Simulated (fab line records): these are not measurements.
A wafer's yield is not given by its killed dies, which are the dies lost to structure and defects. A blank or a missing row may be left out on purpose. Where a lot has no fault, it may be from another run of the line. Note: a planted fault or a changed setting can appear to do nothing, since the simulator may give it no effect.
fab line records | flow nandHarc | part 1 of 2: steps 1 to 4 of 6
record: lots: 23 | wafers: 69 | lastDay: 34
route steps=1302 shown A_STAIRCASE@773
lots that met no fault: taken from a fault-free run of the same line
startH: hours from the record's first day to the start of the lot's first wafer shown | waitH: hours since the lot's step before | " identical to the entry in the row above | L1.1+2: a row that stands for several wafers | - no value present, or no start provided | * or withheld: withheld | < > ~ a bound
route shown NAME@n: names a module that has steps shown in the file, with the first one's number in the route | usual: the fault-free wafers' mean and standard deviation | same: alike in all rows | chamber/n: place in a boat | sites: each site's reading | _std_site: standard deviation of those values | _edge_site: inner sites' mean taken away from outer sites' mean | radiusMm: how far each site lies from the wafer's centre | mask NAME#n: copy n | behind: tool/chamber where the wafer was last shaped | hold: why the lot went on hold/how many hours it stayed there/how the hold came to an end | device: the n, p or np transistor that did not switch | end of line: the route-end tests of the same wafers | step lacking rows: just its recipe | killed: the dies lost at the first sort to structure and to defects; this is not the yield of the wafer | map: shows each die of a wafer: x if killed, . if not, _ if none is there
set.NAME: setting as actually run; set.NAME@STEP: the setting as run at that earlier step | model.NAME: the simulator's own value behind a step, which no gauge read
steps of the route over a sample of lots; a table a step, a row a wafer
services: when a tool's chamber went out of use (startH, in hours from the record's first day, below 0 if earlier), for how many hours, and the reason
== steps ==
step: NHARC_A_STAIRCASE_DEP_259
recipe: targetThkA: 300 | targetThkNm: 30 | tempC: 400 | pressureTorr: 3.5 | flowSccm: 200 | rfW: 350 | material: SiON
usual: heaterPowerW: 736/130
lot.wafer | tool     | chamber | startH | waitH | heaterPowerW
L075.2    | pecvd-01 | 0       | 372.14 | 1.2   | 511
L075.1    | "        | 2       | "      | "     | 707
L075.5    | "        | 2       | "      | "     | 729
L074.2    | pecvd-02 | 2       | 373.25 | 1.2   | 659
L074.3    | "        | 1       | "      | "     | 846
L074.4    | "        | 0       | "      | "     | 653
L076.2    | pecvd-01 | 0       | 392.77 | 1.2   | 599
L076.3    | "        | 1       | "      | "     | 1013
L076.5    | "        | 0       | "      | "     | 600
L077.3    | pecvd-04 | 2       | 411.93 | 1.0   | 809
L077.4    | "        | 0       | "      | "     | 739
L077.5    | "        | 0       | "      | "     | 753
L079.2    | pecvd-04 | 0       | 417.51 | 1.3   | 663
L079.1    | "        | 2       | "      | "     | 753
L079.4    | "        | 0       | "      | "     | 655
L078.6    | pecvd-01 | 1       | 418.08 | 0.1   | 879
L078.4    | "        | 2       | "      | "     | 667
L078.5    | "        | 0       | "      | "     | 596
L081.2    | pecvd-01 | 1       | 438.10 | 1.2   | 979
L081.1    | "        | 2       | "      | "     | 694
L081.5    | "        | 2       | "      | "     | 711
L080.3    | pecvd-01 | 0       | 440.61 | 0.9   | 564
L080.4    | "        | 0       | "      | "     | 552
L080.6    | "        | 1       | "      | "     | 1037
L082.2    | pecvd-01 | 0       | 448.87 | 1.3   | 520
L082.3    | "        | 2       | "      | "     | 745
L082.4    | "        | 2       | "      | "     | 730
L083.2    | pecvd-01 | 1       | 453.56 | 1.3   | 988
L083.3    | "        | 2       | "      | "     | 766
L083.6    | "        | 1       | "      | "     | 996
L084.3    | pecvd-04 | 1       | 470.61 | 1.0   | 733
L084.1    | "        | 0       | "      | "     | 793
L084.6    | "        | 0       | "      | "     | 791
L085.1    | pecvd-01 | 1       | 479.29 | 1.5   | 902
L085.3    | "        | 2       | "      | "     | 696
L085.6    | "        | 0       | "      | "     | 511
L086.5    | pecvd-01 | 0       | 491.82 | 0.4   | 574
L086.4    | "        | 1       | "      | "     | 911
L086.6    | "        | 2       | "      | "     | 723
L087.2    | pecvd-02 | 2       | 491.90 | 1.3   | 704
L087.3    | "        | 0       | "      | "     | 553
L087.4    | "        | 2       | "      | "     | 691
L088.3    | pecvd-04 | 2       | 519.10 | 0.9   | 683
L088.2    | "        | 1       | "      | "     | 756
L088.5    | "        | 0       | "      | "     | 707
L089.2    | pecvd-04 | 0       | 525.39 | 1.3   | 783
L089.4    | "        | 1       | "      | "     | 717
L089.5    | "        | 2       | "      | "     | 716
L090.1    | pecvd-04 | 1       | 534.44 | 1.6   | 722
L090.5    | "        | 0       | "      | "     | 760
L090.4    | "        | 2       | "      | "     | 789
L091.1    | pecvd-02 | 2       | 536.27 | 1.6   | 681
L091.3    | "        | 0       | "      | "     | 580
L091.5    | "        | 0       | "      | "     | 574
L092.3    | pecvd-04 | 2       | 544.69 | 0.9   | 808
L092.1    | "        | 0       | "      | "     | 819
L092.5    | "        | 0       | "      | "     | 797
L093.3    | pecvd-01 | 1       | 557.02 | 1.0   | 914
L093.5    | "        | 2       | "      | "     | 646
L093.4    | "        | 1       | "      | "     | 890
L094.2    | pecvd-04 | 2       | 578.86 | 1.3   | 728
L094.3    | "        | 0       | "      | "     | 750
L094.4    | "        | 2       | "      | "     | 751
L095.6    | pecvd-02 | 2       | 579.49 | 0.1   | 655
L095.5    | "        | 0       | "      | "     | 675
L095.4    | "        | 1       | "      | "     | 780
L097.3    | pecvd-01 | 2       | 597.65 | 0.9   | 739
L097.5    | "        | 2       | "      | "     | 707
L097.4    | "        | 1       | "      | "     | 1003
step: NHARC_A_STAIRCASE_DESCUM_270
recipe: timeS: 3 | o2FlowSccm: 200 | arFlowSccm: 0 | biasPowerW: 0 | chemistry: O2
usual: drypumpMotorCurrentA: 5.7/0.58 | oesProductAu: 1.002/0.0093 | rfVppV: 57.7/0.84 | showerheadPlenumPTorr: 1.90/0.098 | throttleValvePct: 11.311/0.0099
lot.wafer | tool       | chamber | startH | waitH | drypumpMotorCurrentA | oesProductAu | rfHoursCounterH | rfVppV | showerheadPlenumPTorr | throttleValvePct
L075.1    | rieDiel-13 | 3       | 373.12 | -     | 5.4                  | 1.002        | 9               | 56.8   | 1.99                  | 11.315
L075.2    | "          | 1       | "      | "     | 6.3                  | 0.994        | 8               | 57.5   | 1.79                  | 11.288
L075.5    | "          | 3       | "      | "     | 5.4                  | 1.012        | -               | 58.4   | 1.99                  | 11.302
L074.3    | rieDiel-02 | 2       | 374.11 | -     | 6.6                  | 1.005        | 49              | 57.3   | 1.88                  | 11.304
L074.4    | "          | 0       | "      | "     | 5.8                  | 1.000        | 47              | 58.2   | 2.06                  | 11.307
L074.2    | "          | 1       | "      | "     | 5.0                  | 1.011        | 47              | 58.9   | 1.77                  | 11.305
L076.3    | rieDiel-13 | 1       | 393.74 | -     | 6.3                  | 1.004        | 13              | 57.6   | 1.79                  | 11.334
L076.2    | "          | 3       | "      | "     | 5.4                  | 1.010        | 13              | 57.2   | 1.99                  | 11.306
L076.5    | "          | 1       | "      | "     | 6.3                  | 1.007        | -               | 57.4   | 1.79                  | 11.316
L077.4    | rieDiel-12 | 1       | 412.86 | -     | 6.5                  | 1.013        | 46              | 58.0   | 1.89                  | 11.333
L077.3    | "          | 2       | "      | "     | 5.1                  | 1.002        | 41              | 56.9   | 1.76                  | 11.303
L077.5    | "          | 2       | "      | "     | 5.1                  | 1.022        | -               | 57.5   | 1.76                  | 11.316
L079.4    | rieDiel-13 | 3       | 418.57 | -     | 5.4                  | 1.003        | 20              | 58.1   | 1.98                  | 11.317
L079.2    | "          | 1       | "      | "     | 6.3                  | 1.021        | 19              | 56.2   | 1.78                  | 11.314
L079.1    | "          | 2       | "      | "     | 5.3                  | 1.005        | 14              | 56.2   | 1.82                  | 11.303
L078.4    | rieDiel-02 | 1       | 418.98 | -     | 5.0                  | 0.981        | 7               | 59.4   | 2.07                  | 11.304
L078.6    | "          | 0       | "      | "     | 5.8                  | 0.990        | -               | 58.6   | 2.06                  | 11.316
L078.5    | "          | 1       | "      | "     | 5.0                  | 0.978        | -               | 58.0   | 2.07                  | 11.318
L081.2    | rieDiel-02 | 1       | 439.18 | -     | 5.0                  | 0.989        | 15              | 58.7   | 2.07                  | 11.320
L081.1    | "          | 2       | "      | "     | 6.6                  | 1.010        | 12              | 57.9   | 1.87                  | 11.308
L081.5    | "          | 1       | "      | "     | 5.0                  | 0.993        | -               | 59.4   | 2.07                  | 11.313
L080.4    | rieDiel-12 | 0       | 441.59 | -     | 4.9                  | 0.996        | 63              | 57.5   | 1.79                  | 11.294
L080.3    | "          | 2       | "      | "     | 5.1                  | 1.012        | 52              | 56.5   | 1.76                  | 11.320
L080.6    | "          | 0       | "      | "     | 4.9                  | 0.996        | -               | 57.9   | 1.79                  | 11.311
L082.2    | rieDiel-13 | 1       | 449.74 | -     | 6.3                  | 0.999        | 28              | 57.4   | 1.78                  | 11.310
L082.4    | "          | 2       | "      | "     | 5.3                  | 0.998        | 25              | 57.2   | 1.82                  | 11.312
L082.3    | "          | 3       | "      | "     | 5.4                  | 0.984        | 31              | 57.9   | 1.98                  | 11.311
L083.3    | rieDiel-13 | 1       | 454.43 | -     | 6.3                  | 0.997        | 29              | 56.6   | 1.78                  | 11.312
L083.2    | "          | 2       | "      | "     | 5.3                  | 0.991        | 27              | 56.7   | 1.82                  | 11.305
L083.6    | "          | 0       | "      | "     | 6.2                  | 0.998        | -               | 58.6   | 1.90                  | 11.298
L084.3    | rieDiel-02 | 1       | 471.59 | -     | 5.0                  | 1.005        | 28              | 58.2   | 2.07                  | 11.309
L084.1    | "          | 0       | "      | "     | 5.8                  | 0.999        | 22              | 58.6   | 2.05                  | 11.299
L084.6    | "          | 1       | "      | "     | 5.0                  | 1.005        | -               | 60.0   | 2.07                  | 11.315
L085.1    | rieDiel-12 | 1       | 480.16 | -     | 6.6                  | 1.006        | 5               | 57.8   | 1.88                  | 11.310
L085.3    | "          | 2       | "      | "     | 5.1                  | 1.012        | 9               | 58.2   | 2.07                  | 11.322
L085.6    | "          | 1       | "      | "     | 6.5                  | 1.015        | -               | 58.2   | 1.88                  | 11.325
L086.4    | rieDiel-13 | 3       | 492.62 | -     | 5.4                  | 1.000        | 43              | 57.2   | 1.98                  | 11.320
L086.6    | "          | 0       | "      | "     | 6.2                  | 1.004        | -               | 57.4   | 1.89                  | 11.314
L086.5    | "          | 1       | "      | "     | 6.3                  | 0.999        | -               | 56.1   | 1.78                  | 11.308
L087.4    | rieDiel-12 | 1       | 492.89 | -     | 6.5                  | 1.020        | 8               | 57.8   | 1.88                  | 11.292
L087.2    | "          | 2       | "      | "     | 5.1                  | 1.016        | 13              | 57.8   | 2.07                  | 11.298
L087.3    | "          | 3       | "      | "     | 5.8                  | 1.002        | 14              | 56.6   | 1.96                  | 11.301
L088.2    | rieDiel-13 | 0       | 520.10 | -     | 6.2                  | 0.993        | 46              | 58.6   | 1.89                  | 11.292
L088.3    | "          | 1       | "      | "     | 6.3                  | 1.006        | 50              | 57.4   | 1.77                  | 11.307
L088.5    | "          | 0       | "      | "     | 6.2                  | 1.008        | -               | 57.6   | 1.89                  | 11.292
L089.4    | rieDiel-12 | 0       | 526.37 | -     | 4.9                  | 1.007        | 23              | 57.8   | 1.78                  | 11.311
L089.2    | "          | 2       | "      | "     | 5.1                  | 1.013        | 26              | 59.5   | 2.07                  | 11.318
L089.5    | "          | 0       | "      | "     | 4.9                  | 1.009        | -               | 58.0   | 1.78                  | 11.304
L090.4    | rieDiel-13 | 3       | 535.28 | -     | 5.4                  | 1.000        | 1               | 58.7   | 1.97                  | 11.302
L090.1    | "          | 1       | "      | "     | 6.3                  | 1.012        | 1               | 57.6   | 1.77                  | 11.327
L090.5    | "          | 2       | "      | "     | 5.3                  | 0.998        | -               | 57.5   | 1.81                  | 11.311
L091.1    | rieDiel-12 | 3       | 537.27 | -     | 5.7                  | 0.973        | 30              | 57.4   | 1.96                  | 11.305
L091.3    | "          | 0       | "      | "     | 4.9                  | 0.989        | 28              | 57.6   | 1.78                  | 11.311
L091.5    | "          | 1       | "      | "     | 6.5                  | 0.999        | -               | 58.2   | 1.88                  | 11.295
L092.1    | rieDiel-13 | 2       | 545.58 | -     | 5.2                  | 0.995        | 4               | 56.3   | 1.81                  | 11.322
L092.3    | "          | 3       | "      | "     | 5.4                  | 1.000        | 4               | 58.3   | 1.97                  | 11.307
L092.5    | "          | 2       | "      | "     | 5.2                  | 0.995        | -               | 58.1   | 1.81                  | 11.314
L093.4    | rieDiel-12 | 2       | 557.94 | -     | 5.1                  | 1.010        | 35              | 57.1   | 2.06                  | 11.307
L093.3    | "          | 3       | "      | "     | 5.7                  | 0.985        | 37              | 58.1   | 1.96                  | 11.293
L093.5    | "          | 3       | "      | "     | 5.8                  | 0.999        | -               | 57.5   | 1.96                  | 11.310
L094.3    | rieDiel-12 | 0       | 579.81 | -     | 4.9                  | 0.997        | 42              | 57.3   | 1.77                  | 11.316
L094.2    | "          | 2       | "      | "     | 5.1                  | 1.007        | 40              | 58.1   | 2.06                  | 11.296
L094.4    | "          | 3       | "      | "     | 5.7                  | 0.985        | 43              | 57.3   | 1.96                  | 11.326
L095.4    | rieDiel-12 | 2       | 580.26 | -     | 5.1                  | 1.008        | 40              | 57.0   | 2.06                  | 11.308
L095.6    | "          | 2       | "      | "     | 5.1                  | 1.004        | -               | 58.3   | 2.06                  | 11.317
L095.5    | "          | 3       | "      | "     | 5.7                  | 0.991        | -               | 58.7   | 1.96                  | 11.311
L097.4    | rieDiel-02 | 2       | 598.62 | -     | 6.6                  | 0.986        | 10              | 59.7   | 1.86                  | 11.327
L097.3    | "          | 1       | "      | "     | 5.0                  | 0.996        | 8               | 57.7   | 2.05                  | 11.326
L097.5    | "          | 3       | "      | "     | 5.9                  | 0.993        | -               | 57.7   | 1.83                  | 11.286
step: NHARC_A_STAIRCASE_ETCH_271
recipe: cf4FlowSccm: 100 | chf3FlowSccm: 30 | arFlowSccm: 0 | rfW: 500 | biasW: 200 | chemistry: CF4/CHF3
usual: biasW: 200.0/0.58 | drypumpMotorCurrentA: 5.7/0.57 | oesProductAu: 0.958/0.021 | rfVppV: 370.3/2.7 | showerheadPlenumPTorr: 1.57/0.08 | throttleValvePct: 16.803/0.0093
lot.wafer | tool       | chamber | startH | waitH | biasW | drypumpMotorCurrentA | oesProductAu | rfHoursCounterH | rfVppV | showerheadPlenumPTorr | throttleValvePct
L075.2    | rieDiel-13 | 0       | 373.22 | 0.1   | 200.1 | 6.2                  | 0.946        | 9               | 370.6  | 1.57                  | 16.798
L075.1    | "          | 1       | "      | "     | 199.6 | 6.3                  | 0.976        | 8               | 367.9  | 1.48                  | 16.802
L075.5    | "          | 3       | "      | "     | 200.1 | 5.4                  | 0.953        | -               | 372.6  | 1.63                  | 16.793
L074.2    | rieDiel-02 | 1       | 374.19 | 0.1   | 200.1 | 5.0                  | 0.981        | 47              | 368.0  | 1.46                  | 16.813
L074.3    | "          | 2       | "      | "     | 200.8 | 6.5                  | 0.957        | 49              | 369.0  | 1.55                  | 16.816
L074.4    | "          | 3       | "      | "     | 199.0 | 5.9                  | 0.963        | 48              | 370.3  | 1.53                  | 16.820
L076.2    | rieDiel-13 | 0       | 393.84 | 0.1   | 199.8 | 6.2                  | 0.983        | 14              | 371.5  | 1.56                  | 16.807
L076.3    | "          | 2       | "      | "     | 199.8 | 5.2                  | 0.967        | 8               | 367.6  | 1.50                  | 16.797
L076.5    | "          | 0       | "      | "     | 199.3 | 6.2                  | 0.980        | -               | 371.2  | 1.56                  | 16.808
L077.3    | rieDiel-12 | 3       | 412.98 | 0.1   | 200.5 | 5.7                  | 0.952        | 45              | 371.4  | 1.62                  | 16.797
L077.4    | "          | 2       | "      | "     | 199.6 | 5.1                  | 0.940        | 41              | 366.6  | 1.46                  | 16.804
L077.5    | "          | 3       | "      | "     | 200.4 | 5.7                  | 0.957        | -               | 371.2  | 1.62                  | 16.803
L079.2    | rieDiel-13 | 1       | 418.65 | 0.1   | 200.0 | 6.3                  | 0.981        | 19              | 366.7  | 1.47                  | 16.801
L079.1    | "          | 3       | "      | "     | 199.4 | 5.4                  | 0.968        | 20              | 370.9  | 1.63                  | 16.786
L079.4    | "          | 0       | "      | "     | 199.3 | 6.2                  | 0.971        | 21              | 369.7  | 1.56                  | 16.807
L078.4    | rieDiel-02 | 0       | 419.06 | 0.1   | 200.2 | 5.7                  | 0.945        | 7               | 374.3  | 1.68                  | 16.812
L078.5    | "          | 0       | "      | "     | 200.9 | 5.8                  | 0.952        | -               | 374.3  | 1.68                  | 16.796
L078.6    | "          | 1       | "      | "     | 201.1 | 5.0                  | 0.941        | -               | 374.6  | 1.70                  | 16.800
L081.2    | rieDiel-02 | 0       | 439.89 | 0.7   | 200.2 | 5.8                  | 0.914        | 10              | 375.3  | 1.68                  | 16.781
L081.1    | "          | 1       | "      | "     | 199.7 | 5.0                  | 0.912        | 15              | 373.2  | 1.70                  | 16.813
L081.5    | "          | 2       | "      | "     | 200.4 | 6.6                  | 0.929        | -               | 369.8  | 1.54                  | 16.789
L080.3    | rieDiel-12 | 0       | 441.67 | 0.1   | 200.9 | 4.9                  | 0.954        | 63              | 367.8  | 1.48                  | 16.816
L080.4    | "          | 2       | "      | "     | 199.4 | 5.1                  | 0.979        | 52              | 367.2  | 1.46                  | 16.797
L080.6    | "          | 0       | "      | "     | 199.7 | 4.9                  | 0.949        | -               | 367.6  | 1.47                  | 16.808
L082.2    | rieDiel-13 | 3       | 449.82 | 0.1   | 199.8 | 5.4                  | 0.964        | 31              | 372.5  | 1.62                  | 16.803
L082.3    | "          | 0       | "      | "     | 200.1 | 6.2                  | 0.957        | 30              | 370.3  | 1.56                  | 16.817
L082.4    | "          | 2       | "      | "     | 200.2 | 5.3                  | 0.978        | 25              | 368.8  | 1.50                  | 16.797
L083.3    | rieDiel-13 | 1       | 454.50 | 0.1   | 199.3 | 6.3                  | 0.977        | 29              | 366.6  | 1.47                  | 16.815
L083.2    | "          | 0       | "      | "     | 200.2 | 6.2                  | 0.963        | 31              | 370.6  | 1.56                  | 16.795
L083.6    | "          | 1       | "      | "     | 199.7 | 6.3                  | 0.976        | -               | 367.6  | 1.47                  | 16.806
L084.3    | rieDiel-02 | 0       | 471.68 | 0.1   | 199.1 | 5.8                  | 0.958        | 22              | 373.6  | 1.68                  | 16.796
L084.1    | "          | 3       | "      | "     | 200.1 | 5.9                  | 0.976        | 16              | 368.9  | 1.52                  | 16.802
L084.6    | "          | 0       | "      | "     | 199.8 | 5.8                  | 0.965        | -               | 372.6  | 1.68                  | 16.811
L085.3    | rieDiel-12 | 2       | 480.29 | 0.1   | 200.3 | 5.1                  | 0.939        | 9               | 373.9  | 1.70                  | 16.797
L085.1    | "          | 1       | "      | "     | 200.0 | 6.5                  | 0.932        | 5               | 370.3  | 1.55                  | 16.815
L085.6    | "          | 3       | "      | "     | 200.1 | 5.7                  | 0.915        | -               | 372.3  | 1.61                  | 16.812
L086.4    | rieDiel-13 | 2       | 492.68 | 0.1   | 200.5 | 5.3                  | 0.978        | 39              | 367.8  | 1.49                  | 16.798
L086.6    | "          | 2       | "      | "     | 200.6 | 5.3                  | 0.988        | -               | 369.0  | 1.50                  | 16.810
L086.5    | "          | 3       | "      | "     | 200.2 | 5.4                  | 0.984        | -               | 372.3  | 1.62                  | 16.791
L087.2    | rieDiel-12 | 3       | 492.98 | 0.1   | 199.9 | 5.7                  | 0.968        | 14              | 372.6  | 1.61                  | 16.803
L087.3    | "          | 0       | "      | "     | 201.5 | 4.9                  | 0.970        | 10              | 368.2  | 1.47                  | 16.811
L087.4    | "          | 1       | "      | "     | 199.9 | 6.5                  | 0.969        | 8               | 370.1  | 1.55                  | 16.795
L088.3    | rieDiel-13 | 0       | 520.19 | 0.1   | 200.0 | 6.3                  | 0.952        | 46              | 369.0  | 1.56                  | 16.791
L088.2    | "          | 1       | "      | "     | 199.4 | 6.3                  | 0.963        | 50              | 367.7  | 1.47                  | 16.792
L088.5    | "          | 3       | "      | "     | 200.0 | 5.4                  | 0.942        | -               | 372.9  | 1.62                  | 16.810
L089.2    | rieDiel-12 | 3       | 526.46 | 0.1   | 199.4 | 5.8                  | 0.969        | 25              | 372.1  | 1.61                  | 16.801
L089.4    | "          | 1       | "      | "     | 199.9 | 6.5                  | 0.961        | 21              | 369.2  | 1.55                  | 16.807
L089.5    | "          | 3       | "      | "     | 199.6 | 5.7                  | 0.968        | -               | 371.6  | 1.61                  | 16.802
L090.4    | rieDiel-13 | 1       | 535.36 | 0.1   | 200.0 | 6.3                  | 0.988        | 1               | 366.5  | 1.47                  | 16.800
L090.1    | "          | 2       | "      | "     | 199.8 | 5.3                  | 0.962        | 1               | 365.3  | 1.49                  | 16.809
L090.5    | "          | 1       | "      | "     | 200.1 | 6.3                  | 0.984        | -               | 367.2  | 1.47                  | 16.799
L091.3    | rieDiel-12 | 1       | 537.34 | 0.1   | 199.0 | 6.5                  | 0.933        | 27              | 368.9  | 1.55                  | 16.811
L091.1    | "          | 0       | "      | "     | 201.0 | 4.9                  | 0.931        | 28              | 366.7  | 1.47                  | 16.794
L091.5    | "          | 2       | "      | "     | 200.1 | 5.1                  | 0.935        | -               | 373.5  | 1.69                  | 16.811
L092.3    | rieDiel-13 | 1       | 545.67 | 0.1   | 199.7 | 6.3                  | 0.983        | 4               | 366.5  | 1.46                  | 16.786
L092.1    | "          | 0       | "      | "     | 200.1 | 6.2                  | 0.968        | 4               | 369.4  | 1.55                  | 16.802
L092.5    | "          | 2       | "      | "     | 200.6 | 5.3                  | 0.956        | -               | 368.2  | 1.49                  | 16.804
L093.3    | rieDiel-12 | 1       | 558.04 | 0.1   | 200.6 | 6.5                  | 0.982        | 32              | 369.4  | 1.54                  | 16.797
L093.4    | "          | 2       | "      | "     | 201.0 | 5.1                  | 0.983        | 35              | 374.4  | 1.69                  | 16.795
L093.5    | "          | 1       | "      | "     | 199.8 | 6.5                  | 0.977        | -               | 369.3  | 1.54                  | 16.801
L094.2    | rieDiel-12 | 3       | 579.90 | 0.1   | 199.8 | 5.7                  | 0.915        | 43              | 370.8  | 1.61                  | 16.808
L094.3    | "          | 0       | "      | "     | 199.0 | 4.9                  | 0.922        | 42              | 367.5  | 1.46                  | 16.798
L094.4    | "          | 1       | "      | "     | 199.2 | 6.5                  | 0.932        | 38              | 369.0  | 1.54                  | 16.793
L095.4    | rieDiel-12 | 2       | 580.37 | 0.1   | 199.2 | 5.1                  | 0.920        | 40              | 375.9  | 1.69                  | 16.812
L095.6    | "          | 3       | "      | "     | 199.8 | 5.7                  | 0.922        | -               | 370.6  | 1.61                  | 16.802
L095.5    | "          | 0       | "      | "     | 199.5 | 4.9                  | 0.922        | -               | 366.9  | 1.46                  | 16.794
L097.4    | rieDiel-02 | 1       | 598.98 | 0.4   | 200.4 | 5.0                  | 0.947        | 8               | 375.3  | 1.68                  | 16.806
L097.3    | "          | 2       | "      | "     | 199.1 | 6.6                  | 0.938        | 10              | 369.4  | 1.53                  | 16.804
L097.5    | "          | 2       | "      | "     | 200.0 | 6.6                  | 0.940        | -               | 368.7  | 1.53                  | 16.802
step: NHARC_A_STAIRCASE_CMP_450
recipe: targetThkNm: 200 | material: SiO2
usual: motorCurrentA: 12.3/1.3 | slurryFlowMlMin: 150.0/0.46
lot.wafer | tool   | chamber | startH | waitH | motorCurrentA | slurryFlowMlMin
L074.4    | cmp-02 | 3       | 443.44 | -     | 11.7          | 150.1
L074.3    | "      | 0       | "      | "     | 11.5          | 149.8
L074.2    | "      | 2       | "      | "     | 11.0          | 150.4
L075.2    | cmp-03 | 0       | 443.63 | -     | 10.7          | 150.1
L075.1    | "      | 2       | "      | "     | 11.2          | 150.4
L075.5    | "      | 0       | "      | "     | 10.3          | 149.8
L076.3    | cmp-01 | 1       | 455.07 | -     | 14.9          | 149.9
L076.2    | "      | 3       | "      | "     | 11.1          | 149.7
L076.5    | "      | 1       | "      | "     | 14.7          | 149.9
L077.4    | cmp-01 | 3       | 476.48 | -     | 12.1          | 150.5
L077.3    | "      | 2       | "      | "     | 10.1          | 150.8
L077.5    | "      | 0       | "      | "     | 12.0          | 149.5
L079.1    | cmp-01 | 3       | 484.79 | -     | 12.3          | 150.2
L079.2    | "      | 0       | "      | "     | 12.7          | 150.0
L079.4    | "      | 1       | "      | "     | 15.1          | 149.4
L078.4    | cmp-03 | 2       | 496.02 | -     | 11.1          | 150.2
L078.5    | "      | 3       | "      | "     | 14.1          | 150.4
L078.6    | "      | 0       | "      | "     | 10.2          | 148.9
L081.1    | cmp-01 | 1       | 510.06 | -     | 14.4          | 149.1
L081.2    | "      | 3       | "      | "     | 11.8          | 150.1
L081.5    | "      | 1       | "      | "     | 14.3          | 149.6
L080.3    | cmp-02 | 1       | 512.91 | -     | 13.9          | 150.1
L080.4    | "      | 2       | "      | "     | 10.9          | 149.3
L080.6    | "      | 1       | "      | "     | 13.5          | 149.7
L083.2    | cmp-01 | 3       | 520.41 | -     | 11.7          | 150.8
L083.3    | "      | 1       | "      | "     | 14.6          | 149.9
L083.6    | "      | 2       | "      | "     | 11.4          | 150.1
L082.3    | cmp-02 | 2       | 520.68 | -     | 11.2          | 149.9
L082.4    | "      | 3       | "      | "     | 12.2          | 150.3
L082.2    | "      | 0       | "      | "     | 11.7          | 150.6
L084.1    | cmp-02 | 0       | 534.82 | -     | 12.0          | 149.1
L084.3    | "      | 1       | "      | "     | 13.6          | 149.9
L084.6    | "      | 2       | "      | "     | 10.9          | 149.9
L085.1    | cmp-02 | 0       | 550.23 | -     | 11.5          | 149.7
L085.3    | "      | 2       | "      | "     | 11.4          | 149.6
L085.6    | "      | 3       | "      | "     | 11.8          | 149.7
L086.4    | cmp-01 | 3       | 557.24 | -     | 11.3          | 150.3
L086.6    | "      | 0       | "      | "     | 12.2          | 150.0
L086.5    | "      | 1       | "      | "     | 14.3          | 151.1
L087.4    | cmp-02 | 3       | 558.22 | -     | 12.5          | 149.6
L087.3    | "      | 0       | "      | "     | 11.3          | 149.8
L087.2    | "      | 1       | "      | "     | 13.5          | 150.6
L088.3    | cmp-03 | 2       | 592.42 | -     | 10.7          | 149.7
L088.2    | "      | 0       | "      | "     | 11.5          | 148.9
L088.5    | "      | 2       | "      | "     | 11.0          | 150.0
L089.2    | cmp-01 | 0       | 592.69 | -     | 12.1          | 150.4
L089.4    | "      | 1       | "      | "     | 14.4          | 150.8
L089.5    | "      | 3       | "      | "     | 12.3          | 149.6
L091.1    | cmp-03 | 0       | 602.25 | -     | 11.4          | 150.0
L091.3    | "      | 2       | "      | "     | 11.1          | 149.7
L091.5    | "      | 1       | "      | "     | 12.9          | 150.0
L090.1    | cmp-01 | 3       | 603.04 | -     | 11.4          | 150.6
L090.4    | "      | 1       | "      | "     | 14.3          | 149.7
L090.5    | "      | 3       | "      | "     | 12.0          | 150.1
L092.3    | cmp-01 | 2       | 616.90 | -     | 10.9          | 150.0
L092.1    | "      | 0       | "      | "     | 12.6          | 149.5
L092.5    | "      | 3       | "      | "     | 11.9          | 150.0
L093.3    | cmp-01 | 0       | 627.77 | -     | 12.4          | 149.6
L093.4    | "      | 1       | "      | "     | 14.5          | 149.7
L093.5    | "      | 0       | "      | "     | 12.0          | 150.2
L094.2    | cmp-02 | 0       | 639.48 | -     | 12.1          | 149.9
L094.3    | "      | 2       | "      | "     | 11.3          | 150.1
L094.4    | "      | 3       | "      | "     | 12.1          | 151.0
L095.4    | cmp-03 | 1       | 641.55 | -     | 13.8          | 149.7
L095.6    | "      | 2       | "      | "     | 10.9          | 150.5
L095.5    | "      | 3       | "      | "     | 14.7          | 149.8
L097.4    | cmp-02 | 1       | 665.65 | -     | 13.8          | 149.5
L097.3    | "      | 0       | "      | "     | 11.7          | 149.9
L097.5    | "      | 2       | "      | "     | 11.1          | 149.6
